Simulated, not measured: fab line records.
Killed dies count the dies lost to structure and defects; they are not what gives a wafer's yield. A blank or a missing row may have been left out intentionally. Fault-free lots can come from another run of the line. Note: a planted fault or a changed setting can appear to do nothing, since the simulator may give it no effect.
fab line records -- flow nandHarc
[record] lots = 13, wafers = 39, lastDay = 30
route steps=1302 shown P_M2@335 THIN_TSV@1270 END@1302
lots with no fault: from the same line, run without faults
startH: hours from the record's opening day to when the first of the lot's shown wafers began -- waitH: hours elapsed since this lot's preceding step -- " same as the row above -- L1.1+2: one row covering several wafers at once -- - either no value or no given start -- * or withheld: withheld -- < > ~ a bound
route shown NAME@n: names a module that has steps shown in the file, with the first one's number in the route -- usual: average and standard deviation across the fault-free wafers -- same: alike in all rows -- chamber/n: place in a boat -- sites: per-site readings -- _std_site: their standard deviation -- _edge_site: outer sites' mean less inner sites' -- radiusMm: how far each site lies from the wafer's centre -- mask NAME#n: copy n -- behind: tool/chamber where the wafer was last shaped -- hold: the reason the lot was held/the length of the hold in hours/how it ended -- device: names the non-switching transistor (n, p or np) -- end of line: the same wafers' tests at the end of the route -- a step given without rows: its recipe and nothing more -- killed: at the first sort, the dies lost to defects and structure; wafer yield is something else -- map: dies across one wafer; x = killed, . = not, _ = none there
set.NAME: the setting the step ran with; set.NAME@STEP: the setting that earlier step ran with -- model.NAME: the simulator's own value behind a step, which no gauge read
one table for each step of the route and one row for each wafer, over a sample of lots
services: from which hour (startH, from the record's first day; less than 0 if before it) a tool's chamber was out of use, for how many hours, and why
[[steps]]
[step NHARC_P_M2_STRIP_18]
[recipe] powerW = 1000, n2FlowSccm = 150, h2FlowSccm = 150, arFlowSccm = 0, biasW = 0, chemistry = N2/H2
[usual] drypumpMotorCurrentA = 5.8/0.65, oesProductAu = 1.000/0.01, rfVppV = 90.5/1.1, showerheadPlenumPTorr = 2.02/0.091, throttleValvePct = 14.170/0.0087
lot.wafer,tool,chamber,startH,waitH,drypumpMotorCurrentA,oesProductAu,rfHoursCounterH,rfVppV,showerheadPlenumPTorr,throttleValvePct
L430.4,rieDiel-01,2,134.36,0.1,5.9,0.996,2.9,90.2,2.14,14.176
L430.2,rieDiel-01,3,134.36,0.1,6.6,1.009,4.6,90.5,1.97,14.163
L430.6,rieDiel-01,1,134.36,0.1,5.2,1.006,-,91.0,2.16,14.172
L432.2,rieDiel-01,3,146.07,0.1,6.6,1.010,5.2,90.2,1.97,14.175
L432.3,rieDiel-01,2,146.07,0.1,5.9,1.004,3.7,91.5,2.14,14.164
L432.5,rieDiel-01,3,146.07,0.1,6.5,1.007,-,90.0,1.97,14.180
L431.2,rieDiel-01,2,146.85,0.1,5.9,1.004,3.8,90.7,2.14,14.173
L431.4,rieDiel-01,0,146.85,0.1,5.2,1.014,5.5,91.9,2.03,14.172
L431.6,rieDiel-01,1,146.85,0.1,5.2,1.002,-,92.1,2.16,14.161
L433.1,rieDiel-12,2,160.60,0.1,6.7,0.995,3.8,89.4,1.99,14.171
L433.3,rieDiel-12,3,160.60,0.1,5.9,1.014,1.8,90.0,1.91,14.161
L433.4,rieDiel-12,0,160.60,0.1,6.6,1.010,3.8,90.3,2.11,14.177
L437.3,rieDiel-12,1,195.55,0.1,4.7,1.003,5.4,88.8,1.90,14.179
L437.1,rieDiel-12,2,195.55,0.1,6.7,0.988,6.3,91.5,1.99,14.170
L437.6,rieDiel-12,3,195.55,0.1,5.8,1.001,-,90.3,1.91,14.156
L436.2,rieDiel-12,0,196.34,0.1,6.6,1.001,7.0,92.0,2.11,14.177
L436.1,rieDiel-12,1,196.34,0.1,4.7,1.004,5.4,89.8,1.90,14.176
L436.3,rieDiel-12,2,196.34,0.1,6.7,0.993,6.4,90.0,1.99,14.168
L438.4,rieDiel-04,1,217.01,0.1,5.7,0.988,0.8,90.2,1.91,14.171
L438.2,rieDiel-04,2,217.01,0.1,5.8,0.999,0.7,90.5,2.11,14.183
L438.6,rieDiel-04,2,217.01,0.1,5.8,1.006,-,91.1,2.11,14.172
L439.2,rieDiel-04,1,218.74,0.1,5.7,0.987,0.9,90.3,1.91,14.170
L439.4,rieDiel-04,2,218.74,0.1,5.8,1.002,0.8,92.7,2.11,14.166
L439.5,rieDiel-04,0,218.74,0.1,5.7,1.016,-,91.2,2.05,14.174
L441.2,rieDiel-04,1,237.88,0.1,5.7,0.985,2.0,91.4,1.91,14.161
L441.1,rieDiel-04,3,237.88,0.1,6.7,0.993,2.2,91.2,2.01,14.187
L441.6,rieDiel-04,3,237.88,0.1,6.6,0.985,-,91.1,2.01,14.176
L442.4,rieDiel-04,2,248.73,0.1,5.8,1.003,2.4,89.8,2.11,14.182
L442.5,rieDiel-04,2,248.73,0.1,5.8,0.999,-,91.4,2.11,14.177
L442.6,rieDiel-04,3,248.73,0.1,6.6,0.994,-,90.2,2.01,14.151
L444.3,rieDiel-04,1,279.88,0.1,5.7,0.978,5.1,90.4,1.91,14.166
L444.1,rieDiel-04,2,279.88,0.1,5.8,0.995,5.1,92.8,2.11,14.176
L444.5,rieDiel-04,0,279.88,0.1,5.7,1.015,-,90.7,2.05,14.166
L443.3,rieDiel-04,2,280.59,0.1,5.8,0.990,5.1,90.2,2.11,14.175
L443.6,rieDiel-04,1,280.59,0.1,5.7,0.992,-,91.3,1.91,14.172
L443.5,rieDiel-04,2,280.59,0.1,5.8,0.997,-,90.1,2.11,14.156
L445.2,rieDiel-01,2,288.80,0.1,5.9,1.004,2.5,91.4,2.14,14.179
L445.4,rieDiel-01,3,288.80,0.1,6.5,0.991,2.5,89.4,1.97,14.163
L445.6,rieDiel-01,2,288.80,0.1,6.0,0.999,-,91.0,2.14,14.188
[step NHARC_THIN_TSV_DEGAS_49]
[recipe] tempC = 300, timeS = 120
[usual] heaterPowerW = 461/38, susceptorTempC = 299.99/0.19
lot.wafer,tool,chamber,startH,waitH,heaterPowerW,susceptorTempC
L430.4,pvdSputter-01,-,544.86,0.1,497,299.97
L430.2,pvdSputter-01,-,544.86,0.1,512,299.60
L430.6,pvdSputter-01,-,544.86,0.1,437,300.33
L432.2,pvdSputter-03,-,550.80,0.2,491,-
L432.3,pvdSputter-03,-,550.80,0.2,498,-
L432.5,pvdSputter-03,-,550.80,0.2,393,-
L431.2,pvdSputter-03,-,563.25,0.1,396,300.13
L431.4,pvdSputter-03,-,563.25,0.1,453,299.78
L431.6,pvdSputter-03,-,563.25,0.1,387,300.33
L433.4,pvdSputter-01,-,573.79,0.1,491,300.14
L433.1,pvdSputter-01,-,573.79,0.1,431,300.03
L433.3,pvdSputter-01,-,573.79,0.1,436,300.18
L437.3,pvdSputter-01,-,619.28,0.1,454,300.06
L437.1,pvdSputter-01,-,619.28,0.1,499,300.05
L437.6,pvdSputter-01,-,619.28,0.1,508,300.12
L436.3,pvdSputter-01,-,628.41,0.1,458,300.07
L436.1,pvdSputter-01,-,628.41,0.1,510,299.91
L436.2,pvdSputter-01,-,628.41,0.1,473,299.80
L438.2,pvdSputter-02,-,635.61,0.1,491,300.11
L438.4,pvdSputter-02,-,635.61,0.1,385,299.80
L438.6,pvdSputter-02,-,635.61,0.1,376,300.13
L439.4,pvdSputter-03,-,640.00,0.1,504,299.88
L439.2,pvdSputter-03,-,640.00,0.1,451,299.93
L439.5,pvdSputter-03,-,640.00,0.1,503,299.94
L441.2,pvdSputter-01,-,652.00,0.2,456,-
L441.1,pvdSputter-01,-,652.00,0.2,471,-
L441.6,pvdSputter-01,-,652.00,0.2,453,-
L442.4,pvdSputter-03,-,659.34,0.1,395,299.87
L442.6,pvdSputter-03,-,659.34,0.1,506,300.17
L442.5,pvdSputter-03,-,659.34,0.1,396,300.10
L444.1,pvdSputter-03,-,693.67,0.1,486,299.90
L444.3,pvdSputter-03,-,693.67,0.1,388,299.85
L444.5,pvdSputter-03,-,693.67,0.1,480,299.79
L443.3,pvdSputter-02,-,700.44,0.1,448,299.79
L443.6,pvdSputter-02,-,700.44,0.1,457,299.71
L443.5,pvdSputter-02,-,700.44,0.1,475,299.69
L445.2,pvdSputter-01,-,711.92,0.1,471,300.40
L445.4,pvdSputter-01,-,711.92,0.1,503,299.87
L445.6,pvdSputter-01,-,711.92,0.1,457,300.15
[step NHARC_THIN_TSV_PRE_CLEAN_54]
[recipe] timeS = 30, tempC = 280, gas = H2/He
[usual] heaterPowerW = 398/36, susceptorTempC = 280.07/0.19
lot.wafer,tool,chamber,startH,waitH,heaterPowerW,susceptorTempC
L430.4,pvdSputter-01,-,546.90,0.1,443,279.95
L430.2,pvdSputter-01,-,546.90,0.1,377,280.37
L430.6,pvdSputter-01,-,546.90,0.1,465,279.91
L432.2,pvdSputter-01,-,552.85,0.1,377,-
L432.3,pvdSputter-01,-,552.85,0.1,382,-
L432.5,pvdSputter-01,-,552.85,0.1,382,-
L431.2,pvdSputter-03,-,565.31,0.0,388,280.15
L431.4,pvdSputter-03,-,565.31,0.0,347,280.47
L431.6,pvdSputter-03,-,565.31,0.0,424,280.25
L433.3,pvdSputter-03,-,575.86,0.1,432,280.04
L433.4,pvdSputter-03,-,575.86,0.1,392,279.94
L433.1,pvdSputter-03,-,575.86,0.1,430,280.09
L437.3,pvdSputter-01,-,621.35,0.1,401,-
L437.1,pvdSputter-01,-,621.35,0.1,396,-
L437.6,pvdSputter-01,-,621.35,0.1,400,-
L436.2,pvdSputter-02,-,630.47,0.1,379,280.24
L436.1,pvdSputter-02,-,630.47,0.1,428,279.83
L436.3,pvdSputter-02,-,630.47,0.1,342,279.98
L438.4,pvdSputter-03,-,637.67,0.1,338,279.87
L438.2,pvdSputter-03,-,637.67,0.1,437,280.00
L438.6,pvdSputter-03,-,637.67,0.1,343,280.13
L439.2,pvdSputter-02,-,642.04,0.1,338,279.90
L439.4,pvdSputter-02,-,642.04,0.1,418,279.95
L439.5,pvdSputter-02,-,642.04,0.1,329,280.01
L441.2,pvdSputter-02,-,654.14,0.0,391,-
L441.1,pvdSputter-02,-,654.14,0.0,414,-
L441.6,pvdSputter-02,-,654.14,0.0,390,-
L442.4,pvdSputter-03,-,661.43,0.1,427,-
L442.5,pvdSputter-03,-,661.43,0.1,433,-
L442.6,pvdSputter-03,-,661.43,0.1,445,-
L444.1,pvdSputter-01,-,695.75,0.1,401,279.95
L444.3,pvdSputter-01,-,695.75,0.1,399,279.98
L444.5,pvdSputter-01,-,695.75,0.1,399,280.17
L443.3,pvdSputter-03,-,702.50,0.1,394,280.04
L443.6,pvdSputter-03,-,702.50,0.1,342,280.00
L443.5,pvdSputter-03,-,702.50,0.1,398,280.30
L445.2,pvdSputter-02,-,714.00,0.0,351,280.17
L445.4,pvdSputter-02,-,714.00,0.0,389,280.28
L445.6,pvdSputter-02,-,714.00,0.0,397,280.08
[step NHARC_THIN_TSV_CD_MEAS_37]
[usual] cdNm = 5000/3.4
lot.wafer,tool,chamber,startH,waitH,cdNm
L430.2,cdSem-01,-,549.29,-,4998
L430.4,cdSem-01,-,549.29,-,4996
L430.6,cdSem-01,-,549.29,-,5002
L432.2,cdSem-01,-,555.35,-,5002
L432.3,cdSem-01,-,555.35,-,5003
L432.5,cdSem-01,-,555.35,-,5004
L431.2,cdSem-03,-,567.82,-,4994
L431.4,cdSem-03,-,567.82,-,4992
L431.6,cdSem-03,-,567.82,-,4996
L433.1,cdSem-02,-,578.24,-,5000
L433.3,cdSem-02,-,578.24,-,4999
L433.4,cdSem-02,-,578.24,-,4999
L437.1,cdSem-02,-,623.72,-,5003
L437.3,cdSem-02,-,623.72,-,5005
L437.6,cdSem-02,-,623.72,-,4999
L436.1,cdSem-02,-,632.97,-,5002
L436.2,cdSem-02,-,632.97,-,4997
L436.3,cdSem-02,-,632.97,-,5003
L438.2,cdSem-01,-,640.19,-,5001
L438.4,cdSem-01,-,640.19,-,4997
L438.6,cdSem-01,-,640.19,-,4996
L439.2,cdSem-01,-,644.60,-,4999
L439.4,cdSem-01,-,644.60,-,4999
L439.5,cdSem-01,-,644.60,-,4999
L441.1,cdSem-01,-,656.65,-,4998
L441.2,cdSem-01,-,656.65,-,5002
L441.6,cdSem-01,-,656.65,-,4997
L442.4,cdSem-03,-,663.94,-,5003
L442.5,cdSem-03,-,663.94,-,4998
L442.6,cdSem-03,-,663.94,-,4998
L444.1,cdSem-01,-,698.49,-,4997
L444.3,cdSem-01,-,698.49,-,4997
L444.5,cdSem-01,-,698.49,-,5000
L443.3,cdSem-02,-,705.02,-,5000
L443.5,cdSem-02,-,705.02,-,5002
L443.6,cdSem-02,-,705.02,-,5003
L445.2,cdSem-03,-,716.39,-,5006
L445.4,cdSem-03,-,716.39,-,5003
L445.6,cdSem-03,-,716.39,-,5001
[step NHARC_END_SORT_01]
[recipe] tempC = 25
[usual] defectLimitedYield = 91.2/1.8, killedAtArray = 55/12, killedAtOther = 1.0/1.2, killedAtPeriphery = 3.9/2.6, killedDies = 60/12, killedOpen = 3.3/1.9, killedShort = 2.5/1.8
[same] grossDies = 677
lot.wafer,tool,chamber,startH,waitH,defectLimitedYield[%],killedAtArray,killedAtOther,killedAtPeriphery,killedDies,killedOpen,killedShort
L444.1,prober-01,0,705.69,2.5,83.3,37,0,76,113,5,3
L444.3,prober-01,0,707.30,3.1,82.9,47,0,69,116,5,4
L444.5,prober-01,0,708.90,3.7,84.8,43,0,60,103,4,2
L443.3,prober-02,0,716.10,3.1,81.5,57,1,67,125,4,2
L443.5,prober-02,0,717.71,3.7,82.1,49,0,72,121,4,1
L443.6,prober-02,0,718.51,4.0,80.6,52,2,77,131,2,1
// killed by level:class
L444.1 P_M2:unspecified=71 A_CHANNEL_HOLE_D2:chamberFilmFlake=17 A_CHANNEL_HOLE_D1:chamberFilmFlake=6 A_SLIT:chamberFilmFlake=3 P_GATE:geometricParticle:open=2 A_CHANNEL_FILL_D1:geometricParticle:short=2 A_ZERO_WELL:chamberFilmFlake=2 A_CONTACT:chamberFilmFlake=2
L444.3 P_M2:unspecified=68 A_CHANNEL_HOLE_D2:chamberFilmFlake=24 A_CHANNEL_HOLE_D1:chamberFilmFlake=6 A_SLIT:chamberFilmFlake=3 A_DECK1_JOINT:geometricParticle:open=2 A_CONTACT:chamberFilmFlake=2 A_ONON_D1:geometricParticle:short=1 A_CHANNEL_HOLE_D1:geometricParticle:short=1
L444.5 P_M2:unspecified=58 A_CHANNEL_HOLE_D2:chamberFilmFlake=19 A_CHANNEL_HOLE_D1:chamberFilmFlake=8 A_CONTACT:chamberFilmFlake=5 A_SLIT:chamberFilmFlake=4 A_CHANNEL_FILL_D2:chamberFilmFlake=2 P_STI:geometricParticle:short=1 P_M2:geometricParticle:open=1
L443.3 P_M2:unspecified=65 A_CHANNEL_HOLE_D1:chamberFilmFlake=27 A_CHANNEL_HOLE_D2:chamberFilmFlake=20 A_CHANNEL_FILL_D1:geometricParticle:short=2 A_CHANNEL_HOLE_D2:geometricParticle:open=2 A_CHANNEL_FILL_D2:chamberFilmFlake=2 A_SLIT:chamberFilmFlake=2 P_M0:geometricParticle:open=1
L443.5 P_M2:unspecified=71 A_CHANNEL_HOLE_D1:chamberFilmFlake=22 A_CHANNEL_HOLE_D2:chamberFilmFlake=20 P_M0:geometricParticle:open=1 A_ONON_D2:geometricParticle:short=1 A_CHANNEL_HOLE_D2:geometricParticle:open=1 A_BLC:geometricParticle:open=1 A_M0:geometricParticle:open=1
L443.6 P_M2:unspecified=76 A_CHANNEL_HOLE_D1:chamberFilmFlake=30 A_CHANNEL_HOLE_D2:chamberFilmFlake=18 A_SLIT:chamberFilmFlake=2 P_CONTACT:geometricParticle:open=1 STARTING-WAFER:geometricParticle:open=1 STARTING-WAFER:geometricParticle:short=1 A_WL_FILL:chamberFilmFlake=1
[[services]]
tool,chamber,startH,hours,kind
pvdSputter-03,-,113.37,1.7,repair
rieDiel-04,1,132.70,1.3,repair
pvdSputter-03,-,159.58,1.4,repair
pvdSputter-03,-,168.24,3.4,repair
rieDiel-04,-,177.90,9.0,pm
pvdSputter-01,-,226.00,10.0,pm
rieDiel-04,2,232.60,11.0,repair
pvdSputter-03,-,235.28,4.8,repair
pvdSputter-02,-,260.43,9.8,repair
pvdSputter-03,-,328.09,1.5,repair
pvdSputter-03,-,349.62,10.0,pm
pvdSputter-03,-,396.20,26.5,repair
pvdSputter-01,-,404.00,10.0,pm
pvdSputter-01,-,421.48,0.7,repair
pvdSputter-03,-,454.04,6.8,repair
pvdSputter-01,-,457.17,22.1,repair
pvdSputter-03,-,489.50,0.6,repair
pvdSputter-03,-,527.62,10.0,pm
pvdSputter-01,-,562.35,10.5,repair
pvdSputter-01,-,582.00,10.0,pm
pvdSputter-01,-,668.13,1.3,repair
pvdSputter-03,-,669.46,0.9,repair
pvdSputter-03,-,697.25,1.1,repair
pvdSputter-03,-,705.62,10.0,pm
[[key]]
[firstSign] step = NHARC_END_SORT_01, reading = killedAtPeriphery, direction = up, sigmas = 25, usual = 3.9, struck = 70.2
[effect] step = NHARC_END_SORT_01, reading = defectLimitedYield, direction = down, sigmas = 4.9, usual = 91.2, struck = 82.5
[moreKillsBornAt] NHARC_P_M2_STRIP_18@rieDiel-04 = 409
metAt NHARC_P_M2_STRIP_18
struckLots L443,L444
notActingAt NHARC_THIN_TSV_DEGAS_49,NHARC_THIN_TSV_PRE_CLEAN_54,NHARC_THIN_TSV_CD_MEAS_37
onsetBetween 248.73 279.88
[fault] kind = chamberParticleSource, tool = rieDiel-04, chamber = -, onsetH = 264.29, steps = NHARC_P_M2_STRIP_18, ratePerVisitCm2 = 0.71213, endH = 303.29
